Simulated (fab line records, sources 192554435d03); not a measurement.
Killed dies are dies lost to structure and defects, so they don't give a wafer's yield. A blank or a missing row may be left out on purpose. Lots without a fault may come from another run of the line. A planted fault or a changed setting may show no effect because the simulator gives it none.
Chamber matching | flow n5_finfet | N5_BEOL_M12_DEP_53 on pecvd-01: 3 sister chambers
The step deposits SiCN from 3MS/NH3, target thk 30 nm, time 10.5 s. 20 wafers are shown with their chamber, then 10 later ones without.

WAFERS WITH THEIR CHAMBER
wafer  | chamber | throttle_valve_pct (%) | showerhead_plenum_p_Torr (Torr) | rf_fwd_power_W (W)
L074.2 | 2       | 17.1                   | 4.184                           | 665
L074.4 | 0       | 19.1                   | 4.127                           | 664
L074.6 | 2       | 16.8                   | 4.167                           | 665
L076.3 | 1       | 18.4                   | 4.149                           | 660
L076.4 | 1       | 18.6                   | 4.143                           | 661
L076.5 | 2       | 17.1                   | 4.177                           | 662
L081.2 | 2       | 17.3                   | 4.176                           | 665
L081.3 | 0       | 19.0                   | 4.122                           | 663
L081.4 | 0       | 18.7                   | 4.133                           | 664
L082.3 | 0       | 18.9                   | 4.134                           | 666
L082.5 | 2       | 17.2                   | 4.183                           | 668
L082.6 | 0       | 19.0                   | 4.145                           | 664
L086.2 | 2       | 17.0                   | 4.171                           | 668
L086.3 | 0       | 19.1                   | 4.141                           | 665
L086.5 | 2       | 17.3                   | 4.182                           | 664
L087.1 | 2       | 17.4                   | 4.183                           | 665
L087.2 | 0       | 18.8                   | 4.129                           | 666
L087.5 | 2       | 17.1                   | 4.178                           | 665
L092.3 | 1       | 18.4                   | 4.137                           | 663
L092.4 | 0       | 19.1                   | 4.139                           | 665

SIGNATURES (means of the wafers above)
reading                  | chamber 0 | chamber 1 | chamber 2 | scatter within a chamber
throttle_valve_pct       | 18.962    | 18.467    | 17.144    | 0.162
showerhead_plenum_p_Torr | 4.13375   | 4.14300   | 4.17789   | 0.0067
rf_fwd_power_W           | 664.62    | 661.33    | 665.22    | 1.54
Rule: a wafer's distance from a chamber is the root of the sum, over the readings, of the square of ((its reading less the chamber's mean) divided by the reading's scatter). The wafer belongs to the nearest chamber; if the next one is less than 2 further off, it can't be placed. The scatter: the root of (the sum of the squares of (reading less its chamber's mean) over the shown wafers, divided by (wafers less chambers)).

WAFERS WITHOUT THEIR CHAMBER
wafer  | throttle_valve_pct (%) | showerhead_plenum_p_Torr (Torr) | rf_fwd_power_W (W)
L092.5 | 17.2                   | 4.175                           | 665
L091.2 | 18.1                   | 4.143                           | 663
L091.4 | 18.7                   | 4.146                           | 665
L091.6 | 18.6                   | 4.138                           | 665
L093.1 | 18.6                   | 4.148                           | 663
L093.2 | 18.9                   | 4.131                           | 665
L093.6 | 18.9                   | 4.132                           | 667
L095.2 | 19.0                   | 4.139                           | 667
L095.3 | 18.5                   | 4.140                           | 661
L095.6 | 18.6                   | 4.151                           | 662

WHICH CHAMBER EACH WENT THROUGH
wafer  | from the rows above     | in truth
L092.5 | 2                       | 2
L091.2 | 1                       | 1
L091.4 | can't be placed: 0 or 1 | 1
L091.6 | can't be placed: 0 or 1 | 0
L093.1 | can't be placed: 1 or 0 | 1
L093.2 | 0                       | 0
L093.6 | 0                       | 0
L095.2 | 0                       | 0
L095.3 | 1                       | 1
L095.6 | 1                       | 1
Placed correctly: 7 of 10. Can't be placed from these rows: 3 (the true chamber is among the candidates in 3). Placed wrongly: 0.
